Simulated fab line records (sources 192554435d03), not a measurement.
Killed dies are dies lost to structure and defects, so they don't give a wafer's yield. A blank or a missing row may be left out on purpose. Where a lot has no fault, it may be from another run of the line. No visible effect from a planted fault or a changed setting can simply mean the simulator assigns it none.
3 desks, one fault ; flow n5-finfet ; each desk holds nothing but its own numbers, with what lay behind them at the end

FOR THE TOOL OWNER'S DESK: rie-diel-02
The tool's own readings at N5_BEOL_M3_ETCH_70 (etches SOC in N2/H2, target depth 80 nm, overetch 16 nm, time 120 s): means of the sampled wafers that have a number, for each lot that ran on this tool. Marked OUT: a lot whose mean sits more than 4 standard deviations from the usual mean, which makes it out of limits; the brackets give that distance.
Columns: A = drypump-motor-current-A at N5_BEOL_M3_ETCH_70, usual 5.6 A; B = h2-flow-sccm at N5_BEOL_M3_ETCH_70, usual 200.0 sccm; C = oes-product-au at N5_BEOL_M3_ETCH_70, usual 0.60 a.u.; D = rf-vpp-V at N5_BEOL_M3_ETCH_70, usual 524.5 V; E = run-length-s at N5_BEOL_M3_ETCH_70, usual 143.3 s; F = showerhead-plenum-p-Torr at N5_BEOL_M3_ETCH_70, usual 2.57 Torr; G = throttle-valve-pct at N5_BEOL_M3_ETCH_70, usual 17.88 %
lot;first seen here;A;B;C;D;E;F;G
L874;day 9 13:22;5.7;199.9;0.69;526.0;135.2 (-20) OUT;2.63;17.76
L885;day 13 10:40;5.4;200.0;0.55;525.0;143.3;2.57;18.02
This desk's verdict: out of limits on L874, starting with L874 at day 9 13:22 (run-length-s at N5_BEOL_M3_ETCH_70). Within limits: L885.

THE DEFECT DESK
Per lot, the means of the sampled wafers with a number show what the inspections along the route counted. Marked OUT: a lot whose mean sits more than 4 standard deviations from the usual mean, which makes it out of limits; the brackets give that distance.
Columns: A = raw-defect-count at N5_BEOL_M3_INSPECT_30, usual 401
lot;first seen here;A
L864;day 7 13:20;357
L869;day 8 18:22;369
L874;day 9 11:02;334
L879;day 11 04:07;281
L885;day 12 23:16;308
This desk found nothing out of limits on any of the 5 lots.

METROLOGY DESK
Lot by lot, what the gauges showed, no matter which tool ran the lot: averages of those sampled wafers that carry a number. Marked OUT: a lot whose mean sits more than 4 standard deviations from the usual mean, which makes it out of limits; the brackets give that distance. 7 of its 12 readings are shown, namely those furthest out on some lot.
Columns: A = cd-nm at N5_BEOL_M3_CD_MEAS_28, usual 25.67 nm; B = DIBL_N at N5_BEOL_M4_RC_MEAS_101, usual 36.3 mV/V; C = IOFF_N at N5_BEOL_M4_RC_MEAS_101, usual 0.16 nA/um; D = ION_P at N5_BEOL_M4_RC_MEAS_101, usual 462 uA/um; E = SS_P at N5_BEOL_M4_RC_MEAS_101, usual 73.3 mV/dec; F = VT_N at N5_BEOL_M4_RC_MEAS_101, usual 250 mV; G = VT_P at N5_BEOL_M4_RC_MEAS_101, usual -249 mV
lot;first seen here;A;B;C;D;E;F;G
L864;day 7 13:15;25.37;36.9;0.17;463;73.2;249;-247
L869;day 8 18:17;25.62;35.6;0.15;459;73.0;252;-251
L874;day 9 10:57;25.67;36.5;0.14;460;72.9;254;-251
L879;day 11 04:02;25.35;38.4;0.21;462;73.9;248;-250
L885;day 12 23:11;25.70;37.9;0.18;453;73.1;248;-254
This desk found nothing out of limits on any of the 5 lots.

PUT TOGETHER
The tool owner's desk could have raised an alarm at day 9 13:22, on L874.
Nothing out of limits was seen by the defect desk.
At the metrology desk, nothing out of limits was observed.
The defect desk has L874 on record, within its limits.
The metrology desk has L874 on record, within its limits.
On rie-diel-02, each named lot ran N5_BEOL_M3_ETCH_70.

WHAT THE SIMULATOR PUT IN
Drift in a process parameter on rie-diel-02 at N5_BEOL_M3_ETCH_70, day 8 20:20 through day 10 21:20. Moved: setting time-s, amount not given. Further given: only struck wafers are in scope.
Lots struck among those shown: L874.
Delay in hours, fault start to first out-of-limits reading, by desk: the tool owner's desk at 17.
